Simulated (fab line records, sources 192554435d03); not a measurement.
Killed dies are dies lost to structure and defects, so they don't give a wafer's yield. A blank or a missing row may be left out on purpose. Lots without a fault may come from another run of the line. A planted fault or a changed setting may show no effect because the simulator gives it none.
Chamber matching | flow n5_finfet | N5_BEOL_M5_ILD_DEP_00 on pecvd-03: 3 sister chambers
The step deposits SiCOH lowk from DEMS/porogen, target thk 140.64 nm, time 25.9 s. 6 wafers are shown with their chamber, then 8 later ones without.

WAFERS WITH THEIR CHAMBER
wafer  | chamber | showerhead_vpp_V (V) | throttle_valve_pct (%)
L075.5 | 0       | 1529                 | 12.7
L079.4 | 0       | 1591                 | 12.7
L084.5 | 2       | 1399                 | 12.8
L085.4 | 2       | 1380                 | 13.0
L085.5 | 1       | 1441                 | 14.1
L092.3 | 1       | 1423                 | 14.0

WAFERS WITHOUT THEIR CHAMBER
wafer  | showerhead_vpp_V (V) | throttle_valve_pct (%)
L092.4 | 1450                 | 14.2
L092.5 | 1417                 | 13.2
L094.1 | 1558                 | 13.0
L094.2 | 1445                 | 14.3
L094.4 | 1410                 | 13.2
L097.1 | 1396                 | 13.3
L097.2 | 1566                 | 13.1
L097.6 | 1561                 | 12.9

WHICH CHAMBER EACH WENT THROUGH
wafer  | from the rows above | in truth
L092.4 | 1                   | 1
L092.5 | 2                   | 2
L094.1 | 0                   | 0
L094.2 | 1                   | 1
L094.4 | 2                   | 2
L097.1 | 2                   | 2
L097.2 | 0                   | 0
L097.6 | 0                   | 0
Placed correctly: 8 of 8. Can't be placed from these rows: 0. Placed wrongly: 0.
How it was worked out, from the rows above alone: a wafer's distance from a chamber is the root of the sum, over the readings, of the square of ((its reading less the chamber's mean) divided by the reading's scatter). The wafer belongs to the nearest chamber; if the next one is less than 2 further off, it can't be placed. A chamber's mean is the mean of its shown wafers. The scatter: the root of (the sum of the squares of (reading less its chamber's mean) over the shown wafers, divided by (wafers less chambers)).
